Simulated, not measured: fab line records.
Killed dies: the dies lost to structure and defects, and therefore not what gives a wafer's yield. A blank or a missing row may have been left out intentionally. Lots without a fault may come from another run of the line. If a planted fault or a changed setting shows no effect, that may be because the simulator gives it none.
A struck lot beside a sound one -- flow n5Finfet -- 15 steps out of a route of 1938
Sound: the wafers L199.3, L199.5, L199.6. Struck: wafers L193.4, L193.5, L193.6. The cause is named last.
Order at every step that has rows: each side's tool, ch and its chambers, its first start. Under that, the readings that differ: sound wafers -- struck wafers -- difference of the means -- sigmas: that difference in standard deviations of wafers without a fault.
alike: same words and numbers on both sides, and readings whose means sit less than 2 such deviations apart. not compared: any withheld reading, any reading some wafer has no value for, any bound like >300 that may hide the same value, and any number with overlapping values for which the record gives no deviation.
A row with sigmas, a row that says differs or no value, or rows on one side alone: a step with any of these is where the two part. Non-overlapping numbers with no deviation appear without sigmas and do not part them. A reading missing from all wafers of one side parts the sides only when that side holds two or more wafers.

N5_BEOL_M7_OVL_MEAS_29:
  sound on overlay-01 ch 0, day 14 18:20; struck on overlay-02 ch 0, day 12 11:04
  alike: V6_OVL
N5_BEOL_M7_INSPECT_30: inspects for defects (brightfield).
  sound on defectInspect-02 at day 14 18:23; struck on defectInspect-01 at day 12 11:07
  alike: rawDefectCount
N5_BEOL_M7_DESCUM_33: chemistry O2, time 7 s.
  sound on rieDiel-03 ch 0,1,3, day 14 18:41; struck on rieDiel-03 ch 0,1, day 12 11:08
reading,sound,struck,difference,sigmas
tempC (C),40.32 39.90 40.15,39.88 39.89 39.88,-0.24,-2
  alike: drypumpMotorCurrentA, oesProductAu, rfVppV, showerheadPlenumPTorr, throttleValvePct
  not compared: rfHoursCounterH
then, 1 step without rows for these wafers: N5_BEOL_M7_ETCH_72 (etches underlayer in N2/H2, target depth 6.5 nm, time 5.2 s).
N5_BEOL_M7_ETCH_65: etches SiARC in CF4, target depth 15.6 nm, time 26 s.
  sound on rieDiel-03 ch 0,1,3, day 14 18:44; struck on rieDiel-03 ch 0,1, day 12 11:11
reading,sound,struck,difference,sigmas
rfFwdPowerW (W),533.1 533.2 533.9,530.5 529.6 529.1,-3.7,-2
  alike: drypumpMotorCurrentA, etchRfOnTimeS, oesProductAu, rfVppV, showerheadPlenumPTorr, throttleValvePct
  not compared: rfHoursCounterH
N5_BEOL_M7_ETCH_66: etches SOC in N2/H2, target depth 80 nm, overetch 16 nm, time 120 s.
  sound on rieDiel-03 ch 0,1,3, day 14 18:46; struck on rieDiel-03 ch 0,1, day 12 11:13
  alike: drypumpMotorCurrentA, oesProductAu, rfFwdPowerW, rfVppV, showerheadPlenumPTorr, tempC, throttleValvePct
  not compared: rfHoursCounterH
then, 2 steps without rows for these wafers: N5_BEOL_M7_STRIP_69 (strips in N2/H2); N5_BEOL_M7_STRIP_73 (strips in N2/H2).
N5_BEOL_M7_VIA_ETCH_34: etches SiCOH lowk in C4F6/O2, target depth 125.5 nm, time 50.5 s.
  sound on rieDiel-03 ch 0,1,3, day 14 18:52; struck on rieDiel-03 ch 0,1, day 12 11:19
  alike: drypumpMotorCurrentA, oesProductAu, rfFwdPowerW, rfVppV, showerheadPlenumPTorr, throttleValvePct
  not compared: rfHoursCounterH
then, 1 step without rows for these wafers: N5_BEOL_M7_STRIP_76 (strips in C4F6/O2).
N5_BEOL_M7_STRIP_36: strips in N2/H2.
  sound on rieDiel-03 ch 0,1,3, day 14 18:55; struck on rieDiel-03 ch 0,1, day 12 11:22
  alike: drypumpMotorCurrentA, oesProductAu, rfVppV, showerheadPlenumPTorr, tempC, throttleValvePct
  not compared: rfHoursCounterH
then, 1 step without rows for these wafers: N5_BEOL_M7_TRENCH_ETCH_37 (etches SiCOH lowk in C4F6/O2, target depth 93.478 nm, time 31.2 s).
N5_BEOL_M7_ETCH_41: etches SiCN in CH3F/O2, target depth 31.9 nm, time 57.8 s.
  sound on rieDiel-03 ch 0,1,3, day 14 18:59; struck on rieDiel-03 ch 0,1, day 12 11:26
reading,sound,struck,difference,sigmas
rfFwdPowerW (W),391.4 389.0 389.4,485.3 486.3 484.0,+95.3,+68
rfVppV (V),297.1 297.1 299.1,279.8 280.3 275.5,-19.2,-14
model.etch.depthNm (nm),22.17 21.53 21.19,23.53 23.46 23.2,+1.77,
  alike: drypumpMotorCurrentA, oesProductAu, showerheadPlenumPTorr, throttleValvePct
  not compared: rfHoursCounterH
then, 2 steps without rows for these wafers: N5_BEOL_M7_STRIP_80 (strips in N2/H2, time 10 s); N5_PASSIVATION_PROBE_49.

== WHERE THEY PART ==
Earliest at N5_BEOL_M7_DESCUM_33; latest, in this record, at N5_BEOL_M7_ETCH_41.

WHY: what had been put in by the simulator
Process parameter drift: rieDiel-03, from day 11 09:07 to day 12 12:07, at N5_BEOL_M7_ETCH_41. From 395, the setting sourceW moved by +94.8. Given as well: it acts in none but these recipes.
